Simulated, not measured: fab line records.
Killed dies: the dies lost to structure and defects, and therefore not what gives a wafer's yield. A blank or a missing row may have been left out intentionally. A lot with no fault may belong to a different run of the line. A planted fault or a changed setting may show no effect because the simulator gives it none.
Which tool was responsible? :: flow nand_harc :: 11 lots, 33 wafers sampled, at 4 steps of a route of 1302

WHAT THE GAUGES READ, wafer by wafer
The record holds no reading of a measuring or inspecting step that can be judged against a usual standard deviation.

WHICH TOOL RAN EACH LOT (tool, then ch and the chambers of the sampled wafers, then the start)
lot: L186
NHARC_A_CHANNEL_HOLE_D1_ETCH_34: rie_diel-02 ch 0,2, day 9 00:37 or earlier
NHARC_A_CHANNEL_HOLE_D1_ETCH_20: har_etch-01 ch 0,1, day 9 00:37
NHARC_A_CHANNEL_FILL_D1_ALD_02: ald_hk-01 ch 0,1,3, day 9 10:50
NHARC_A_CHANNEL_FILL_D1_ALD_16: ald_hk-02 ch 0,1,2, day 9 23:05

lot: L188
NHARC_A_CHANNEL_HOLE_D1_ETCH_34: rie_diel-07 ch 1,2,3, day 10 00:18 or earlier
NHARC_A_CHANNEL_HOLE_D1_ETCH_20: har_etch-01 ch 0,1, day 10 00:18
NHARC_A_CHANNEL_FILL_D1_ALD_02: ald_hk-02 ch 0,2, day 10 06:13
NHARC_A_CHANNEL_FILL_D1_ALD_16: ald_hk-03 ch 0,1, day 10 18:22

lot: L189
NHARC_A_CHANNEL_HOLE_D1_ETCH_34: rie_diel-01 ch 0,2,3, day 10 11:10 or earlier
NHARC_A_CHANNEL_HOLE_D1_ETCH_20: har_etch-01 ch 0,1, day 10 11:10
NHARC_A_CHANNEL_FILL_D1_ALD_02: ald_hk-02 ch 1,2,3, day 10 17:00
NHARC_A_CHANNEL_FILL_D1_ALD_16: ald_hk-02 ch 0,1,3, day 11 05:04

lot: L190
NHARC_A_CHANNEL_HOLE_D1_ETCH_34: rie_diel-02 ch 0,2, day 10 20:04 or earlier
NHARC_A_CHANNEL_HOLE_D1_ETCH_20: har_etch-01 ch 0,1, day 10 20:04
NHARC_A_CHANNEL_FILL_D1_ALD_02: ald_hk-02 ch 1,2,3, day 11 04:14
NHARC_A_CHANNEL_FILL_D1_ALD_16: ald_hk-03 ch 2,3, day 11 18:02

lot: L197
NHARC_A_CHANNEL_HOLE_D1_ETCH_34: rie_diel-01 ch 0,1, day 13 16:08 or earlier
NHARC_A_CHANNEL_HOLE_D1_ETCH_20: har_etch-01 ch 0,1, day 13 16:08
NHARC_A_CHANNEL_FILL_D1_ALD_02: ald_hk-02 ch 0,3, day 13 21:49
NHARC_A_CHANNEL_FILL_D1_ALD_16: ald_hk-03 ch 2,3, day 14 10:30

lot: L198
NHARC_A_CHANNEL_HOLE_D1_ETCH_34: rie_diel-07 ch 2,3, day 14 12:14 or earlier
NHARC_A_CHANNEL_HOLE_D1_ETCH_20: har_etch-01 ch 0,1, day 14 12:14
NHARC_A_CHANNEL_FILL_D1_ALD_02: ald_hk-02 ch 0,2,3, day 14 18:07
NHARC_A_CHANNEL_FILL_D1_ALD_16: ald_hk-01 ch 1,2,3, day 15 06:19

lot: L200
NHARC_A_CHANNEL_HOLE_D1_ETCH_34: rie_diel-02 ch 1,2,3, day 15 04:13 or earlier
NHARC_A_CHANNEL_HOLE_D1_ETCH_20: har_etch-01 ch 0,1, day 15 04:13
NHARC_A_CHANNEL_FILL_D1_ALD_02: ald_hk-03 ch 0,1,2, day 15 10:01
NHARC_A_CHANNEL_FILL_D1_ALD_16: ald_hk-03 ch 0,2,3, day 15 22:10

lot: L202
NHARC_A_CHANNEL_HOLE_D1_ETCH_34: rie_diel-02 ch 0,1,2, day 15 21:35 or earlier
NHARC_A_CHANNEL_HOLE_D1_ETCH_20: har_etch-01 ch 1, day 15 21:35
NHARC_A_CHANNEL_FILL_D1_ALD_02: ald_hk-02 ch 0,1,2, day 16 03:25
NHARC_A_CHANNEL_FILL_D1_ALD_16: ald_hk-01 ch 0,1,2, day 16 15:37

lot: L201
NHARC_A_CHANNEL_HOLE_D1_ETCH_34: rie_diel-07 ch 0,2, day 15 21:49 or earlier
NHARC_A_CHANNEL_HOLE_D1_ETCH_20: har_etch-02 ch 0, day 15 21:49
NHARC_A_CHANNEL_FILL_D1_ALD_02: ald_hk-02 ch 0,1, day 16 04:53
NHARC_A_CHANNEL_FILL_D1_ALD_16: ald_hk-03 ch 0,1,2, day 16 15:40

lot: L203
NHARC_A_CHANNEL_HOLE_D1_ETCH_34: rie_diel-02 ch 0,2, day 16 14:09 or earlier
NHARC_A_CHANNEL_HOLE_D1_ETCH_20: har_etch-01 ch 0, day 16 14:09
NHARC_A_CHANNEL_FILL_D1_ALD_02: ald_hk-02 ch 1,2,3, day 16 20:08
NHARC_A_CHANNEL_FILL_D1_ALD_16: ald_hk-02 ch 2,3, day 17 08:10

lot: L207
NHARC_A_CHANNEL_HOLE_D1_ETCH_34: rie_diel-01 ch 1,2, day 18 11:20 or earlier
NHARC_A_CHANNEL_HOLE_D1_ETCH_20: har_etch-01 ch 0,1, day 18 11:20
NHARC_A_CHANNEL_FILL_D1_ALD_02: ald_hk-03 ch 0,2,3, day 18 17:20
NHARC_A_CHANNEL_FILL_D1_ALD_16: ald_hk-01 ch 0,3, day 19 05:58
- NHARC_A_CHANNEL_HOLE_D1_ETCH_34: etches the open film in CF4/CHF3, target depth 154 nm, time 77 s.
- NHARC_A_CHANNEL_HOLE_D1_ETCH_20: etches the open film in C4F8/O2/Ar, time 361.9 s, target depth 1600 nm.
- NHARC_A_CHANNEL_FILL_D1_ALD_02: deposits SiO2, target thk 6 nm, pulse time 10 s, ald cycles 60.
- NHARC_A_CHANNEL_FILL_D1_ALD_16: deposits SiO2, target thk 1.5 nm, pulse time 10 s, ald cycles 15.

AS READ BY THE TOOLS THEMSELVES (means over the sampled wafers that have a number; for cases with no such wafer, the mark the record gives instead)
NHARC_A_CHANNEL_HOLE_D1_ETCH_34. Usual: for cf4_flow_sccm, 100.0 sccm with a standard deviation of 0.31; for chamber_pressure_mTorr, 25.000 mTorr with a standard deviation of 0.025; for drypump_motor_current_A, 5.7 A with a standard deviation of 0.35; for oes_product_au, 0.943 a.u. with a standard deviation of 0.02; for rf_vpp_V, 370.5 V with a standard deviation of 2.4; for showerhead_plenum_p_Torr, 1.57 Torr with a standard deviation of 0.07; for throttle_valve_pct, 16.803 % with a standard deviation of 0.0095.
lot: L186
tool: rie_diel-02
cf4_flow_sccm (sccm): 100.0
chamber_pressure_mTorr (mTorr): 25.004
drypump_motor_current_A (A): 5.7
oes_product_au (a.u.): 0.928
rf_vpp_V (V): 371.8
showerhead_plenum_p_Torr (Torr): 1.60
throttle_valve_pct (%): 16.808
flag: 

lot: L188
tool: rie_diel-07
cf4_flow_sccm (sccm): 100.2
chamber_pressure_mTorr (mTorr): 25.002
drypump_motor_current_A (A): 5.6
oes_product_au (a.u.): 0.945
rf_vpp_V (V): 370.4
showerhead_plenum_p_Torr (Torr): 1.60
throttle_valve_pct (%): 16.803
flag: 

lot: L189
tool: rie_diel-01
cf4_flow_sccm (sccm): 100.0
chamber_pressure_mTorr (mTorr): 25.005
drypump_motor_current_A (A): 5.8
oes_product_au (a.u.): 0.963
rf_vpp_V (V): 370.0
showerhead_plenum_p_Torr (Torr): 1.55
throttle_valve_pct (%): 16.808
flag: 

lot: L190
tool: rie_diel-02
cf4_flow_sccm (sccm): 100.2
chamber_pressure_mTorr (mTorr): 25.008
drypump_motor_current_A (A): 5.7
oes_product_au (a.u.): 0.958
rf_vpp_V (V): 370.6
showerhead_plenum_p_Torr (Torr): 1.60
throttle_valve_pct (%): 16.803
flag: 

lot: L197
tool: rie_diel-01
cf4_flow_sccm (sccm): 100.0
chamber_pressure_mTorr (mTorr): 25.018
drypump_motor_current_A (A): 5.4
oes_product_au (a.u.): 0.920
rf_vpp_V (V): 369.8
showerhead_plenum_p_Torr (Torr): 1.55
throttle_valve_pct (%): 16.799
flag: 

lot: L198
tool: rie_diel-07
cf4_flow_sccm (sccm): 99.7
chamber_pressure_mTorr (mTorr): 24.994
drypump_motor_current_A (A): 5.6
oes_product_au (a.u.): 0.963
rf_vpp_V (V): 369.5
showerhead_plenum_p_Torr (Torr): 1.55
throttle_valve_pct (%): 16.801
flag: 

lot: L200
tool: rie_diel-02
cf4_flow_sccm (sccm): 100.3
chamber_pressure_mTorr (mTorr): 25.024
drypump_motor_current_A (A): 5.7
oes_product_au (a.u.): 0.920
rf_vpp_V (V): 372.0
showerhead_plenum_p_Torr (Torr): 1.61
throttle_valve_pct (%): 16.811
flag: 

lot: L202
tool: rie_diel-02
cf4_flow_sccm (sccm): 100.2
chamber_pressure_mTorr (mTorr): 25.002
drypump_motor_current_A (A): 5.8
oes_product_au (a.u.): 0.960
rf_vpp_V (V): 372.9
showerhead_plenum_p_Torr (Torr): 1.63
throttle_valve_pct (%): 16.809
flag: 

lot: L201
tool: rie_diel-07
cf4_flow_sccm (sccm): 100.1
chamber_pressure_mTorr (mTorr): 24.989
drypump_motor_current_A (A): 5.3
oes_product_au (a.u.): 0.958
rf_vpp_V (V): 368.1
showerhead_plenum_p_Torr (Torr): 1.53
throttle_valve_pct (%): 16.808
flag: 

lot: L203
tool: rie_diel-02
cf4_flow_sccm (sccm): 99.8
chamber_pressure_mTorr (mTorr): 24.997
drypump_motor_current_A (A): 5.7
oes_product_au (a.u.): 0.908
rf_vpp_V (V): 370.7
showerhead_plenum_p_Torr (Torr): 1.60
throttle_valve_pct (%): 16.799
flag: 

lot: L207
tool: rie_diel-01
cf4_flow_sccm (sccm): 100.0
chamber_pressure_mTorr (mTorr): 25.014
drypump_motor_current_A (A): 5.8
oes_product_au (a.u.): 0.953
rf_vpp_V (V): 370.3
showerhead_plenum_p_Torr (Torr): 1.58
throttle_valve_pct (%): 16.801
flag: 

NHARC_A_CHANNEL_HOLE_D1_ETCH_20. Usual: chamber_pressure_mTorr 19.999 mTorr, standard deviation 0.021; drypump_motor_current_A 5.85 A, standard deviation 0.14; he_backside_leak_sccm 5.8 sccm, standard deviation 0.43; o2_flow_sccm 35.68 sccm, standard deviation 0.11; showerhead_plenum_p_Torr 3.60 Torr, standard deviation 0.14; throttle_valve_pct 32.155 %, standard deviation 0.0095.
lot: L186
tool: har_etch-01
chamber_pressure_mTorr (mTorr): 19.998
drypump_motor_current_A (A): 5.83
he_backside_leak_sccm (sccm): 5.3
o2_flow_sccm (sccm): 35.63
showerhead_plenum_p_Torr (Torr): 3.60
throttle_valve_pct (%): 32.155
flag: 

lot: L188
tool: har_etch-01
chamber_pressure_mTorr (mTorr): 19.999
drypump_motor_current_A (A): 5.81
he_backside_leak_sccm (sccm): 5.7
o2_flow_sccm (sccm): 35.69
showerhead_plenum_p_Torr (Torr): 3.59
throttle_valve_pct (%): 32.145
flag: 

lot: L189
tool: har_etch-01
chamber_pressure_mTorr (mTorr): 20.000
drypump_motor_current_A (A): 5.82
he_backside_leak_sccm (sccm): 5.5
o2_flow_sccm (sccm): 35.63
showerhead_plenum_p_Torr (Torr): 3.59
throttle_valve_pct (%): 32.148
flag: 

lot: L190
tool: har_etch-01
chamber_pressure_mTorr (mTorr): 20.003
drypump_motor_current_A (A): 5.93
he_backside_leak_sccm (sccm): 5.6
o2_flow_sccm (sccm): 35.73
showerhead_plenum_p_Torr (Torr): 3.65
throttle_valve_pct (%): 32.161
flag: 

lot: L197
tool: har_etch-01
chamber_pressure_mTorr (mTorr): 19.982
drypump_motor_current_A (A): 5.92
he_backside_leak_sccm (sccm): 5.5
o2_flow_sccm (sccm): 35.63
showerhead_plenum_p_Torr (Torr): 3.63
throttle_valve_pct (%): 32.145
flag: 

lot: L198
tool: har_etch-01
chamber_pressure_mTorr (mTorr): 20.007
drypump_motor_current_A (A): 5.92
he_backside_leak_sccm (sccm): 5.7
o2_flow_sccm (sccm): 35.75
showerhead_plenum_p_Torr (Torr): 3.63
throttle_valve_pct (%): 32.154
flag: 

lot: L200
tool: har_etch-01
chamber_pressure_mTorr (mTorr): 19.994
drypump_motor_current_A (A): 5.83
he_backside_leak_sccm (sccm): 5.6
o2_flow_sccm (sccm): 35.66
showerhead_plenum_p_Torr (Torr): 3.55
throttle_valve_pct (%): 32.146
flag: 

lot: L202
tool: har_etch-01
chamber_pressure_mTorr (mTorr): 20.007
drypump_motor_current_A (A): 5.73
he_backside_leak_sccm (sccm): 5.9
o2_flow_sccm (sccm): 35.72
showerhead_plenum_p_Torr (Torr): 3.49
throttle_valve_pct (%): 32.152
flag: 

lot: L201
tool: har_etch-02
chamber_pressure_mTorr (mTorr): 20.016
drypump_motor_current_A (A): 5.92
he_backside_leak_sccm (sccm): 6.5
o2_flow_sccm (sccm): 35.79
showerhead_plenum_p_Torr (Torr): 3.51
throttle_valve_pct (%): 32.157
flag: 

lot: L203
tool: har_etch-01
chamber_pressure_mTorr (mTorr): 19.996
drypump_motor_current_A (A): 6.02
he_backside_leak_sccm (sccm): 5.7
o2_flow_sccm (sccm): 35.69
showerhead_plenum_p_Torr (Torr): 3.67
throttle_valve_pct (%): 32.158
flag: 

lot: L207
tool: har_etch-01
chamber_pressure_mTorr (mTorr): 20.018
drypump_motor_current_A (A): 5.82
he_backside_leak_sccm (sccm): 5.9
o2_flow_sccm (sccm): 35.75
showerhead_plenum_p_Torr (Torr): 3.53
throttle_valve_pct (%): 32.155
flag: 

NHARC_A_CHANNEL_FILL_D1_ALD_02. Usual: heater_power_outer_w 267 W, standard deviation 42; heater_power_w 474 W, standard deviation 57; precursor_pulse_height_rel 1.004, standard deviation 0.018.
lot: L186
tool: ald_hk-01
heater_power_outer_w (W): 259
heater_power_w (W): 446
precursor_pulse_height_rel: 1.011
flag: 

lot: L188
tool: ald_hk-02
heater_power_outer_w (W): 285
heater_power_w (W): 508
precursor_pulse_height_rel: 0.999
flag: 

lot: L189
tool: ald_hk-02
heater_power_outer_w (W): 282
heater_power_w (W): 491
precursor_pulse_height_rel: 1.003
flag: 

lot: L190
tool: ald_hk-02
heater_power_outer_w (W): 281
heater_power_w (W): 483
precursor_pulse_height_rel: 1.009
flag: 

lot: L197
tool: ald_hk-02
heater_power_outer_w (W): 253
heater_power_w (W): 467
precursor_pulse_height_rel: 1.010
flag: 

lot: L198
tool: ald_hk-02
heater_power_outer_w (W): 263
heater_power_w (W): 475
precursor_pulse_height_rel: 1.008
flag: 

lot: L200
tool: ald_hk-03
heater_power_outer_w (W): 234
heater_power_w (W): 419
precursor_pulse_height_rel: 1.001
flag: 

lot: L202
tool: ald_hk-02
heater_power_outer_w (W): 289
heater_power_w (W): 522
precursor_pulse_height_rel: 0.999
flag: 

lot: L201
tool: ald_hk-02
heater_power_outer_w (W): 297
heater_power_w (W): 505
precursor_pulse_height_rel: 1.022
flag: 

lot: L203
tool: ald_hk-02
heater_power_outer_w (W): 272
heater_power_w (W): 467
precursor_pulse_height_rel: 1.008
flag: 

lot: L207
tool: ald_hk-03
heater_power_outer_w (W): 257
heater_power_w (W): 467
precursor_pulse_height_rel: 1.010
flag: 

NHARC_A_CHANNEL_FILL_D1_ALD_16. Usual: heater_power_outer_w 264 W, standard deviation 40; heater_power_w 463 W, standard deviation 61; precursor_pulse_height_rel 1.000, standard deviation 0.02.
lot: L186
tool: ald_hk-02
heater_power_outer_w (W): 303
heater_power_w (W): 519
precursor_pulse_height_rel: 1.000
flag: 

lot: L188
tool: ald_hk-03
heater_power_outer_w (W): 225
heater_power_w (W): 415
precursor_pulse_height_rel: 1.017
flag: 

lot: L189
tool: ald_hk-02
heater_power_outer_w (W): 270
heater_power_w (W): 465
precursor_pulse_height_rel: 1.005
flag: 

lot: L190
tool: ald_hk-03
heater_power_outer_w (W): 276
heater_power_w (W): 493
precursor_pulse_height_rel: 1.006
flag: 

lot: L197
tool: ald_hk-03
heater_power_outer_w (W): 276
heater_power_w (W): 495
precursor_pulse_height_rel: 1.008
flag: 

lot: L198
tool: ald_hk-01
heater_power_outer_w (W): 274
heater_power_w (W): 477
precursor_pulse_height_rel: 0.997
flag: 

lot: L200
tool: ald_hk-03
heater_power_outer_w (W): 258
heater_power_w (W): 457
precursor_pulse_height_rel: 0.991
flag: 

lot: L202
tool: ald_hk-01
heater_power_outer_w (W): 276
heater_power_w (W): 467
precursor_pulse_height_rel: 1.008
flag: 

lot: L201
tool: ald_hk-03
heater_power_outer_w (W): 232
heater_power_w (W): 425
precursor_pulse_height_rel: 0.998
flag: 

lot: L203
tool: ald_hk-02
heater_power_outer_w (W): 234
heater_power_w (W): 433
precursor_pulse_height_rel: 0.989
flag: 

lot: L207
tool: ald_hk-01
heater_power_outer_w (W): 230
heater_power_w (W): 401
precursor_pulse_height_rel: 0.994
flag: 

THE ANSWER, worked out from the rows above alone
Rule: lot off if the mean of its wafers having a number is beyond 3 standard deviations from the usual mean. Also off: a lot with no number at a reading for which 4 or more lots have one. The other lots that the step has rows for count as sound. First the gauges in route order, then the tools' own readings, where a lot's mean is used as printed above. The first step at which some lot is off is used, and at that step the reading that is off furthest; a lot without a number counts as furthest.
Nothing can be told from this: no lot is off at any reading shown.

WHAT THE SIMULATOR HAD PUT IN
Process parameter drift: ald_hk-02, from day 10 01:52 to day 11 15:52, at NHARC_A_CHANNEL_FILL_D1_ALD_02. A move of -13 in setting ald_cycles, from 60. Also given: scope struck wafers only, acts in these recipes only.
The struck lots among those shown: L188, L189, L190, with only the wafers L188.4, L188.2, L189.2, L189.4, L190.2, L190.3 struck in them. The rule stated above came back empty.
